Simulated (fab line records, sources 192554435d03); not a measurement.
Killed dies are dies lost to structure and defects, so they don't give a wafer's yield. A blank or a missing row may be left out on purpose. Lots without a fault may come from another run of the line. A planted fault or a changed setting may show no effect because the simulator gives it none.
A struck lot beside a sound one | flow n5_finfet | 20 steps out of a route of 1938
Sound: wafers L507.1, L507.2, L507.5. Struck: wafers L514.2, L514.5, L514.6. The cause comes at the end.
At each step with rows: each side's tool, then ch and its chambers, then its first start. Under that, the readings that differ: sound wafers | struck wafers | difference of the means | sigmas: that difference in standard deviations of wafers without a fault.
alike: readings whose means differ by less than 2 such deviations, and words and numbers that are the same on both sides. not compared: withheld readings, readings that some wafer has no value for, bounds like >300 that may hide the same value, and numbers for which the record gives no deviation and whose values overlap.
The two part at a step that has a row with sigmas, a row that says differs or no value, or rows on one side only. Numbers that don't overlap but have no deviation are shown without sigmas and don't part them. A reading that every wafer of one side lacks parts them only if that side has two wafers or more.

first, 8 steps without rows for these wafers: N5_BEOL_M10_CMP_52 (polishes, stops on SiCOH lowk, t overpolish 7 s, target thk 140 nm); N5_BEOL_M10_PRE_CLEAN_55 (time 15 s); N5_BEOL_M10_DEP_56 (deposits SiCN from 3MS/NH3, target thk 15 nm, time 26.5 s); N5_BEOL_M11_ILD_DEP_00 (deposits SiCOH lowk from DEMS/porogen, target thk 308.51 nm, time 58 s); N5_BEOL_M11_CURE_71 (cures SiCOH lowk, time 240 s); N5_BEOL_M11_PECVD_70 (deposits SiO2 from TEOS/O2, target thk 20 nm, time 22.7 s); N5_BEOL_M11_HM_DEP_02 (deposits TiN, target thk 20 nm); N5_BEOL_M11_COAT_59 (time 60 s, resist thk 100 nm).
N5_BEOL_M11_COAT_60: time 60 s, resist thk 30 nm.
  sound on litho_track-05 ch 0, day 13 13:26; struck on litho_track-05 ch 0, day 15 02:55
  reading                                     | sound                | struck               | difference | sigmas
  spin_speed_rpm (rpm)                        | 1500.1 1499.4 1499.7 | 1444.1 1443.8 1444.0 | -55.8      | -46
  model.SiARC_of_BEOL_M11_COAT_60.thk_nm (nm) | 30 30 30             | 30.6 30.6 30.6       | +0.6       |
  alike: resist_line_temp_C
then, 7 steps without rows for these wafers: N5_BEOL_M11_COAT_05 (resist thk 90 nm); N5_BEOL_M11_EBR_07; N5_BEOL_M11_SOFTBAKE_06 (time 60 s); N5_BEOL_M11_EXPOSE_08 (exposes mask M11); N5_BEOL_M11_PEB_09 (peb time 60 s); N5_BEOL_M11_DEVELOP_10 (develop time 30 s); N5_BEOL_M11_DESCUM_16 (chemistry O2, time 7.9 s).
N5_BEOL_M11_ETCH_61: etches SiARC in CF4, target depth 39 nm, time 65 s.
  sound on rie_diel-05 ch 0,1,3, day 13 13:56; struck on rie_diel-05 ch 0,2,3, day 15 04:13
  reading                  | sound             | struck            | difference | sigmas
  model.etch.depth_nm (nm) | 30.08 30.08 30.07 | 30.69 30.69 30.61 | +0.59      |
  alike: drypump_motor_current_A, etch_rf_on_time_s, oes_product_au, rf_fwd_power_W, rf_vpp_V, showerhead_plenum_p_Torr, throttle_valve_pct
  not compared: rf_hours_counter_h, model.CAR-ArF_of_BEOL_M11_COAT_05.thk_nm
N5_BEOL_M11_ETCH_62: etches SOC in N2/H2, target depth 110 nm, overetch 22 nm, time 165 s.
  sound on rie_diel-05 ch 0,1,3, day 13 13:59; struck on rie_diel-05 ch 0,2,3, day 15 04:16
  reading                                     | sound          | struck       | difference | sigmas
  model.SiARC_of_BEOL_M11_COAT_60.thk_nm (nm) | 23.6 23.4 23.6 | 24.2 24.4 24 | +0.7       |
  alike: drypump_motor_current_A, oes_product_au, rf_fwd_power_W, rf_vpp_V, showerhead_plenum_p_Torr, temp_c, throttle_valve_pct
  not compared: rf_hours_counter_h
then, 1 step without rows for these wafers: N5_BEOL_M11_STRIP_68 (strips in N2/H2).
N5_PASSIVATION_PROBE_49:
  the record has rows for the struck wafers here (prober-02, day 16 21:10) and none for the sound ones

WHERE THEY PART
First at N5_BEOL_M11_COAT_60; last, within this record, at N5_PASSIVATION_PROBE_49.

WHY: what the simulator had put in
Process parameter drift: litho_track-05, from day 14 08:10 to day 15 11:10, at N5_BEOL_M11_COAT_60. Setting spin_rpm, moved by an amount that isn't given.
